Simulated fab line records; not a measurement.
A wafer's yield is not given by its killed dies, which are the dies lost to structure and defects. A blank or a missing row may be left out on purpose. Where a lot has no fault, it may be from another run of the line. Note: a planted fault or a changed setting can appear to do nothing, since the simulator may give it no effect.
Which tool did it? :: flow n5 finfet :: Sampling: 9 lots, 27 wafers, 8 of 1938 route steps

WHAT EACH GAUGE READ, for each wafer
N5_BEOL_M4_CD_MEAS_11: the cd target is 16.79 nm. Usual: 16.81 nm for cd nm, sd 0.26.
lot: L380
measured: day 8 23:03
on: cd sem-01
cd nm (nm): 16.51 17.04 17.05
flag: 

lot: L381
measured: day 9 06:13
on: cd sem-02
cd nm (nm): 16.68 16.82 16.69
flag: 

lot: L387
measured: day 10 14:06
on: cd sem-02
cd nm (nm): 5.07 5.46 5.80
flag: OFF

lot: L388
measured: day 10 19:14
on: cd sem-02
cd nm (nm): 7.72 8.20 8.11
flag: OFF

lot: L389
measured: day 10 21:31
on: cd sem-02
cd nm (nm): 16.85 16.66 17.10
flag: 

lot: L394
measured: day 12 02:28
on: cd sem-02
cd nm (nm): 9.59 9.88 8.98
flag: OFF

lot: L393
measured: day 12 02:50
on: cd sem-03
cd nm (nm): 9.42 9.73 9.58
flag: OFF

lot: L398
measured: day 12 21:15
on: cd sem-02
cd nm (nm): 16.75 16.78 16.74
flag: 

lot: L399
measured: day 13 18:32
on: cd sem-02
cd nm (nm): 16.48 16.65 16.77
flag: 

N5_BEOL_M4_INSPECT_13: inspects for defects (brightfield). Usual: 428 for raw defect count, sd 92.
lot: L380
measured: day 8 23:11
on: defect inspect-02
raw defect count: 590 379 374
flag: 

lot: L381
measured: day 9 06:18
on: defect inspect-01
raw defect count: 442 357 343
flag: 

lot: L387
measured: day 10 14:12
on: defect inspect-01
raw defect count: 489 519 605
flag: 

lot: L388
measured: day 10 19:20
on: defect inspect-01
raw defect count: 579 504 468
flag: 

lot: L389
measured: day 10 21:36
on: defect inspect-01
raw defect count: 485 479 404
flag: 

lot: L394
measured: day 12 02:33
on: defect inspect-01
raw defect count: 535 344 550
flag: 

lot: L393
measured: day 12 02:55
on: defect inspect-01
raw defect count: 383 323 362
flag: 

lot: L398
measured: day 12 21:20
on: defect inspect-01
raw defect count: 369 329 318
flag: 

lot: L399
measured: day 13 18:37
on: defect inspect-01
raw defect count: 501 410 404
flag: 

N5_BEOL_M4_CD_MEAS_18: pitch 36 nm, target cd 18 nm. Usual: 18.1 nm for cd nm, sd 0.37.
lot: L380
measured: day 9 00:30
on: cd sem-01
cd nm (nm): 17.1 18.1 18.3
flag: 

lot: L381
measured: day 9 06:58
on: cd sem-02
cd nm (nm): 17.5 18.1 18.1
flag: 

lot: L387
measured: day 10 14:49
on: cd sem-01
cd nm (nm): 6.4 6.7 6.5
flag: OFF

lot: L388
measured: day 10 19:47
on: cd sem-03
cd nm (nm): 8.7 9.2 9.4
flag: OFF

lot: L389
measured: day 10 22:26
on: cd sem-01
cd nm (nm): 17.8 17.8 17.8
flag: 

lot: L394
measured: day 12 03:01
on: cd sem-02
cd nm (nm): 10.7 10.3 10.5
flag: OFF

lot: L393
measured: day 12 03:23
on: cd sem-02
cd nm (nm): 11.5 11.3 10.8
flag: OFF

lot: L398
measured: day 12 22:37
on: cd sem-02
cd nm (nm): 18.4 18.6 17.9
flag: 

lot: L399
measured: day 13 19:05
on: cd sem-01
cd nm (nm): 17.5 18.1 18.2
flag: 

N5_BEOL_M4_CD_MEAS_35: target cd 18 nm, target cd y 22.4 nm. Usual: 18.1 nm for cd nm, sd 0.41.
lot: L380
measured: day 9 08:07
on: cd sem-02
cd nm (nm): 17.2 18.0 19.0
flag: 

lot: L381
measured: day 9 12:55
on: cd sem-02
cd nm (nm): 17.4 17.7 18.2
flag: 

lot: L387
measured: day 10 19:05
on: cd sem-02
cd nm (nm): 6.3 6.5 7.0
flag: OFF

lot: L388
measured: day 10 21:29
on: cd sem-03
cd nm (nm): 9.0 8.9 9.4
flag: OFF

lot: L389
measured: day 11 05:12
on: cd sem-02
cd nm (nm): 18.0 17.8 18.7
flag: 

lot: L394
measured: day 12 09:04
on: cd sem-02
cd nm (nm): 10.2 10.7 10.5
flag: OFF

lot: L393
measured: day 12 09:19
on: cd sem-01
cd nm (nm): 11.6 11.5 10.9
flag: OFF

lot: L398
measured: day 13 13:52
on: cd sem-01
cd nm (nm): 18.3 18.3 17.9
flag: 

lot: L399
measured: day 13 21:50
on: cd sem-02
cd nm (nm): 17.2 17.8 17.8
flag: 

N5_BEOL_M4_RC_MEAS_101. Usual: DIBL_N 35.8 mV/V, standard deviation 1.6; DIBL_P 36.0 mV/V, standard deviation 1.9; IOFF_N 0.151 nA/um, standard deviation 0.029; IOFF_P 0.21 nA/um, standard deviation 0.037; ION_N 673 uA/um, standard deviation 12; ION_P 463 uA/um, standard deviation 7.3; SS_N 71.5 mV/dec, standard deviation 0.58; SS_P 73.2 mV/dec, standard deviation 0.61; VT_N 251 mV, standard deviation 3.3; VT_P -250 mV, standard deviation 3.3.
lot: L380
measured: day 9 12:37
on: prober-01
DIBL_N (mV/V): 37.9 35.4 36.3
DIBL_P (mV/V): 38.3 34.5 35.2
IOFF_N (nA/um): 0.189 0.134 0.162
IOFF_P (nA/um): 0.27 0.20 0.22
ION_N (uA/um): 690 679 677
ION_P (uA/um): 472 465 466
SS_N (mV/dec): 71.9 71.2 70.9
SS_P (mV/dec): 74.3 73.4 73.4
VT_N (mV): 247 251 248
VT_P (mV): -244 -248 -247
flag: 

lot: L381
measured: day 9 16:43
on: prober-02
DIBL_N (mV/V): 37.3 38.8 37.0
DIBL_P (mV/V): 36.7 38.8 36.2
IOFF_N (nA/um): 0.142 0.179 0.137
IOFF_P (nA/um): 0.21 0.25 0.20
ION_N (uA/um): 666 688 660
ION_P (uA/um): 465 468 461
SS_N (mV/dec): 71.2 72.3 71.1
SS_P (mV/dec): 72.9 73.8 72.8
VT_N (mV): 252 249 255
VT_P (mV): -248 -248 -251
flag: 

lot: L389
measured: day 11 09:23
on: prober-02
DIBL_N (mV/V): 34.1 35.6 34.4
DIBL_P (mV/V): 33.3 35.7 35.0
IOFF_N (nA/um): 0.110 0.138 0.121
IOFF_P (nA/um): 0.15 0.17 0.17
ION_N (uA/um): 647 674 664
ION_P (uA/um): 447 459 455
SS_N (mV/dec): 71.5 71.9 70.9
SS_P (mV/dec): 72.4 73.0 73.3
VT_N (mV): 252 251 253
VT_P (mV): -255 -252 -253
flag: 

lot: L398
measured: day 13 18:34
on: prober-01
DIBL_N (mV/V): 37.7 36.0 35.0
DIBL_P (mV/V): 38.0 36.1 33.9
IOFF_N (nA/um): 0.210 0.178 0.142
IOFF_P (nA/um): 0.29 0.24 0.20
ION_N (uA/um): 692 681 678
ION_P (uA/um): 477 473 467
SS_N (mV/dec): 72.4 71.2 71.7
SS_P (mV/dec): 73.5 73.3 72.5
VT_N (mV): 247 246 250
VT_P (mV): -245 -248 -250
flag: 

lot: L399
measured: day 14 02:12
on: prober-02
DIBL_N (mV/V): 38.5 35.4 36.8
DIBL_P (mV/V): 38.6 35.1 37.2
IOFF_N (nA/um): 0.170 0.135 0.166
IOFF_P (nA/um): 0.23 0.19 0.22
ION_N (uA/um): 670 671 679
ION_P (uA/um): 464 456 461
SS_N (mV/dec): 72.0 71.2 71.5
SS_P (mV/dec): 73.9 72.6 73.7
VT_N (mV): 251 250 250
VT_P (mV): -251 -253 -249
flag: 

WHAT TOOL EACH LOT RAN ON (gives the tool, then ch and the chambers of the sampled wafers, and finally the start)
lot: L380
N5_BEOL_M3_ANNEAL_89: pvd sputter-02, day 8 19:28
N5_BEOL_M3_DEP_57: pecvd-01 ch 1,2, day 8 21:19
N5_BEOL_M4_EXPOSE_08: euv scanner-01 ch 0, day 8 22:56

lot: L381
N5_BEOL_M3_ANNEAL_89: pvd sputter-02, day 8 23:56
N5_BEOL_M3_DEP_57: pecvd-04 ch 1,2, day 9 01:44
N5_BEOL_M4_EXPOSE_08: euv scanner-01 ch 0, day 9 06:05

lot: L387
N5_BEOL_M3_ANNEAL_89: pvd sputter-02, day 10 09:26
N5_BEOL_M3_DEP_57: pecvd-02 ch 0,1, day 10 11:34
N5_BEOL_M4_EXPOSE_08: euv scanner-01 ch 0, day 10 13:58

lot: L388
N5_BEOL_M3_ANNEAL_89: pvd sputter-02, day 10 12:40
N5_BEOL_M3_DEP_57: pecvd-04 ch 0,1, day 10 14:46
N5_BEOL_M4_EXPOSE_08: euv scanner-01 ch 0, day 10 19:06

lot: L389
N5_BEOL_M3_ANNEAL_89: pvd sputter-01, day 10 18:43
N5_BEOL_M3_DEP_57: pecvd-04 ch 0,1,2, day 10 20:41
N5_BEOL_M4_EXPOSE_08: euv scanner-02 ch 0, day 10 21:23

lot: L394
N5_BEOL_M3_ANNEAL_89: pvd sputter-01, day 11 23:05
N5_BEOL_M3_DEP_57: pecvd-04 ch 0,1,2, day 12 00:56
N5_BEOL_M4_EXPOSE_08: euv scanner-01 ch 0, day 12 02:20

lot: L393
N5_BEOL_M3_ANNEAL_89: pvd sputter-03, day 12 00:22
N5_BEOL_M3_DEP_57: pecvd-04 ch 0,2, day 12 02:08
N5_BEOL_M4_EXPOSE_08: euv scanner-01 ch 0, day 12 02:42

lot: L398
N5_BEOL_M3_ANNEAL_89: pvd sputter-03, day 12 17:50
N5_BEOL_M3_DEP_57: pecvd-01 ch 0,1, day 12 19:37
N5_BEOL_M4_EXPOSE_08: euv scanner-02 ch 0, day 12 21:07

lot: L399
N5_BEOL_M3_ANNEAL_89: pvd sputter-01, day 13 15:11
N5_BEOL_M3_DEP_57: pecvd-04 ch 2, day 13 17:01
N5_BEOL_M4_EXPOSE_08: euv scanner-02 ch 0, day 13 18:24
- N5_BEOL_M3_ANNEAL_89: time 240 s.
- N5_BEOL_M3_DEP_57: deposits SiCN from 3MS/NH3, target thk 8 nm, time 14 s.
- N5_BEOL_M4_EXPOSE_08: exposes mask M4.

AS READ BY THE TOOLS THEMSELVES (means over the sampled wafers that have a number; for cases with no such wafer, the mark the record gives instead)
N5_BEOL_M3_ANNEAL_89. Usual: 818 W for heater power w, sd 65.
lot: L380
tool: pvd sputter-02
heater power w (W): 782
flag: 

lot: L381
tool: pvd sputter-02
heater power w (W): 849
flag: 

lot: L387
tool: pvd sputter-02
heater power w (W): 837
flag: 

lot: L388
tool: pvd sputter-02
heater power w (W): 801
flag: 

lot: L389
tool: pvd sputter-01
heater power w (W): 775
flag: 

lot: L394
tool: pvd sputter-01
heater power w (W): 859
flag: 

lot: L393
tool: pvd sputter-03
heater power w (W): 831
flag: 

lot: L398
tool: pvd sputter-03
heater power w (W): 858
flag: 

lot: L399
tool: pvd sputter-01
heater power w (W): 819
flag: 

N5_BEOL_M3_DEP_57. Usual: showerhead plenum p Torr 3.671 Torr, standard deviation 0.012; throttle valve pct 8.6 %, standard deviation 0.34.
lot: L380
tool: pecvd-01
showerhead plenum p Torr (Torr): 3.677
throttle valve pct (%): 8.7
flag: 

lot: L381
tool: pecvd-04
showerhead plenum p Torr (Torr): 3.667
throttle valve pct (%): 9.0
flag: 

lot: L387
tool: pecvd-02
showerhead plenum p Torr (Torr): 3.662
throttle valve pct (%): 8.7
flag: 

lot: L388
tool: pecvd-04
showerhead plenum p Torr (Torr): 3.666
throttle valve pct (%): 8.7
flag: 

lot: L389
tool: pecvd-04
showerhead plenum p Torr (Torr): 3.666
throttle valve pct (%): 8.5
flag: 

lot: L394
tool: pecvd-04
showerhead plenum p Torr (Torr): 3.660
throttle valve pct (%): 8.7
flag: 

lot: L393
tool: pecvd-04
showerhead plenum p Torr (Torr): 3.664
throttle valve pct (%): 8.4
flag: 

lot: L398
tool: pecvd-01
showerhead plenum p Torr (Torr): 3.675
throttle valve pct (%): 9.0
flag: 

lot: L399
tool: pecvd-04
showerhead plenum p Torr (Torr): 3.661
throttle valve pct (%): 8.3
flag: 

N5_BEOL_M4_EXPOSE_08. Usual: 41.16 for exposure dose mJ cm2, sd 0.046.
lot: L380
tool: euv scanner-01
exposure dose mJ cm2: 41.20
flag: 

lot: L381
tool: euv scanner-01
exposure dose mJ cm2: 41.22
flag: 

lot: L387
tool: euv scanner-01
exposure dose mJ cm2: 26.74
flag: OFF

lot: L388
tool: euv scanner-01
exposure dose mJ cm2: 29.66
flag: OFF

lot: L389
tool: euv scanner-02
exposure dose mJ cm2: 41.13
flag: 

lot: L394
tool: euv scanner-01
exposure dose mJ cm2: 30.93
flag: OFF

lot: L393
tool: euv scanner-01
exposure dose mJ cm2: 30.95
flag: OFF

lot: L398
tool: euv scanner-02
exposure dose mJ cm2: 41.12
flag: 

lot: L399
tool: euv scanner-02
exposure dose mJ cm2: 41.10
flag: 

THE ANSWER, worked out from the rows above alone
Rule: a lot is off if the mean of its wafers that have a number lies more than 3 standard deviations from the usual mean. Also off: a lot with no number at a reading for which 4 or more lots have one. The other lots that the step has rows for count as sound. The gauges are gone through in route order, then the tools' own readings, and for those a lot's mean is taken as printed above. At the first step where some lot is off, the reading lying furthest off is the one used; lots without a number count as furthest.
Off, at N5_BEOL_M4_CD_MEAS_11 on cd nm: L387, L388, L394, L393.
A tool fits if, at a process step before that reading, it ran every lot that is off, and no sound lot after the first of them. Not tried: the gauges at N5_BEOL_M4_CD_MEAS_11; whatever is off there is also off at N5_BEOL_M4_EXPOSE_08, on other tools, and gauge error can't account for it. One candidate fits, namely euv scanner-01 at N5_BEOL_M4_EXPOSE_08. Its last sound lot is L381 (day 9 06:05), its first lot that is off L387 (day 10 13:58): a fault that began between those two fits.
On the lots that are off, the tool's own readings at N5_BEOL_M4_EXPOSE_08 differ by more than 5 times the standard deviation of the sound lots' means, which bears it out; exposure dose mJ cm2 reads 29.57 there versus 41.15 on the sound lots.

WHAT HAD BEEN PUT IN BY THE SIMULATOR
Process parameter drift: euv scanner-01, from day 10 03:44 on, at N5_BEOL_M4_EXPOSE_08. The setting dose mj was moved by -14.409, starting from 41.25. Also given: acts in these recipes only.
Lots struck among those shown: L387, L388, L394, L393. The rule above reached the same finding.
